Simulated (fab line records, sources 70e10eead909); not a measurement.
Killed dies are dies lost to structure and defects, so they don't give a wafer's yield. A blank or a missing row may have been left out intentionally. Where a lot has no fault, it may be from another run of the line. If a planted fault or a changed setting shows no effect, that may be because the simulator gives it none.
Matching of chambers -- flow nand harc -- rie diel-06 running NHARC_P_STI_DESCUM_14: 4 sister chambers
The step chemistry O2, time 3 s. 18 wafers are shown with their chamber, then 9 later ones without.

WAFERS PAIRED WITH THEIR CHAMBERS
wafer,chamber,drypump motor current A (A),oes product au (a.u.),rf vpp V (V)
L409.3,0,5.5,1.001,55.7
L409.4,2,6.0,0.992,58.3
L409.5,0,5.5,1.001,58.1
L410.1,3,5.4,1.009,56.1
L410.3,2,5.9,0.984,57.4
L410.6,2,5.9,0.989,57.3
L411.1,0,5.5,1.000,58.3
L411.2,3,5.5,1.014,57.8
L411.5,2,5.9,0.989,58.6
L413.2,0,5.4,1.003,57.5
L413.5,3,5.4,1.007,56.1
L413.6,0,5.4,0.994,57.5
L424.2,3,5.4,0.997,57.9
L424.3,1,6.2,1.000,57.4
L424.4,2,6.0,1.000,58.0
L425.1,0,5.5,0.989,56.9
L425.2,1,6.1,1.009,57.1
L425.5,3,5.4,0.999,57.4

SIGNATURES (averages over the wafers above)
reading,chamber 0,chamber 1,chamber 2,chamber 3,scatter within a chamber
drypump motor current A,5.467,6.150,5.940,5.420,0.0523
oes product au,0.99800,1.00450,0.99080,1.00520,0.00612
rf vpp V,57.333,57.250,57.920,57.060,0.8
Rule: a wafer's distance from a chamber is the root of the sum, over the readings, of the square of ((its reading less the chamber's mean) divided by the reading's scatter). The wafer belongs to the nearest chamber; if the next one is less than 2 further off, it can't be placed. How the scatter is found: for the shown wafers, subtract from each reading the mean of its chamber, square and add these, divide the total by (wafers less chambers), then take the root.

WAFERS WHOSE CHAMBER IS MISSING
wafer,drypump motor current A (A),oes product au (a.u.),rf vpp V (V)
L428.3,5.4,0.997,57.1
L428.4,5.4,0.983,57.7
L428.6,5.4,0.995,57.1
L430.1,6.1,0.992,58.0
L430.4,5.4,0.998,59.0
L430.5,5.5,0.996,57.2
L432.2,5.9,1.000,56.8
L432.3,6.1,1.001,56.4
L432.5,5.4,0.999,56.9

WHICH CHAMBER EACH ONE RAN IN
wafer,from the rows above,in truth
L428.3,can't be placed: 0 or 3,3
L428.4,can't be placed: 0 or 3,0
L428.6,can't be placed: 0 or 3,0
L430.1,can't be placed: 1 or 2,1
L430.4,can't be placed: 0 or 3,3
L430.5,can't be placed: 0 or 3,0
L432.2,2,2
L432.3,1,1
L432.5,can't be placed: 3 or 0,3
2 of 9 placed correctly. These rows do not allow placing 7 (true chamber among the candidates in 7). Number placed wrongly: 0.
